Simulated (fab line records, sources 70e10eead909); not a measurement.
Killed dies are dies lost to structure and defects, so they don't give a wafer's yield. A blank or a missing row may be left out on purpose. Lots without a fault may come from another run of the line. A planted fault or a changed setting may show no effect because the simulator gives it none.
Which tool did it? | flow nand_harc | 6 lots, 18 wafers sampled, at 4 steps of a route of 1302

WHAT THE GAUGES READ, wafer by wafer
NHARC_P_GATE_CD_MEAS_59: target cd 720 nm.
lot  | measured     | on        | cd_nm (nm)
L295 | day 6 05:39  | cd_sem-02 | 719.1 720.6 720.7
L297 | day 6 22:05  | cd_sem-02 | 721.6 720.0 718.4
L299 | day 7 10:54  | cd_sem-02 | 721.3 718.1 718.8
L309 | day 11 20:07 | cd_sem-02 | 721.0 720.5 721.6
L312 | day 12 22:32 | cd_sem-02 | 716.8 720.9 720.9
L316 | day 14 17:09 | cd_sem-03 | 719.0 722.7 722.2

WHICH TOOL RAN EACH LOT (tool, then ch and the chambers of the sampled wafers, then the start)
lot  | NHARC_P_GATE_DEP_103            | NHARC_P_GATE_STRIP_75                | NHARC_P_GATE_EXPOSE_56
L295 | pecvd-03 ch 0,1,2, day 5 15:11  | plasma_asher-02 ch 0,1, day 6 04:44  | krf_scanner-01 ch 0, day 6 05:29
L297 | pecvd-03 ch 0,2, day 6 07:44    | plasma_asher-02 ch 0,1, day 6 21:10  | krf_scanner-02 ch 0, day 6 21:56
L299 | pecvd-02 ch 1,2, day 6 20:20    | plasma_asher-01 ch 0,1, day 7 10:06  | krf_scanner-02 ch 0, day 7 10:44
L309 | pecvd-03 ch 0,1,2, day 11 03:49 | plasma_asher-02 ch 0,1, day 11 19:12 | krf_scanner-03 ch 0, day 11 19:58
L312 | pecvd-02 ch 0,1,2, day 12 08:06 | plasma_asher-01 ch 0,1, day 12 21:36 | krf_scanner-03 ch 0, day 12 22:22
L316 | pecvd-02 ch 0,2, day 14 02:44   | plasma_asher-01 ch 0,1, day 14 16:14 | krf_scanner-02 ch 0, day 14 17:00
- NHARC_P_GATE_DEP_103: deposits SiON, target thk 30 nm.
- NHARC_P_GATE_STRIP_75: strips in O2.
- NHARC_P_GATE_EXPOSE_56: exposes mask P PSD, target cd 720 nm.

THE ANSWER, worked out from the rows above alone
Rule: what is usual is taken from the lots themselves. Put in order of their means at a reading, lots are off if they are a third of the lots or fewer, leave a main group of 4 or more, and stand apart from it by a gap of 3 or more times the standard deviation of the main group's means; of several such gaps the widest counts. A main group whose means are all the same, to the digits that the tables above print for the reading, isn't used. A lot without any number at a reading at which 4 lots or more have one is off too. The other lots that the step has rows for count as sound.
No lot is off at any reading shown: from this, nothing can be told.

WHAT THE SIMULATOR HAD PUT IN
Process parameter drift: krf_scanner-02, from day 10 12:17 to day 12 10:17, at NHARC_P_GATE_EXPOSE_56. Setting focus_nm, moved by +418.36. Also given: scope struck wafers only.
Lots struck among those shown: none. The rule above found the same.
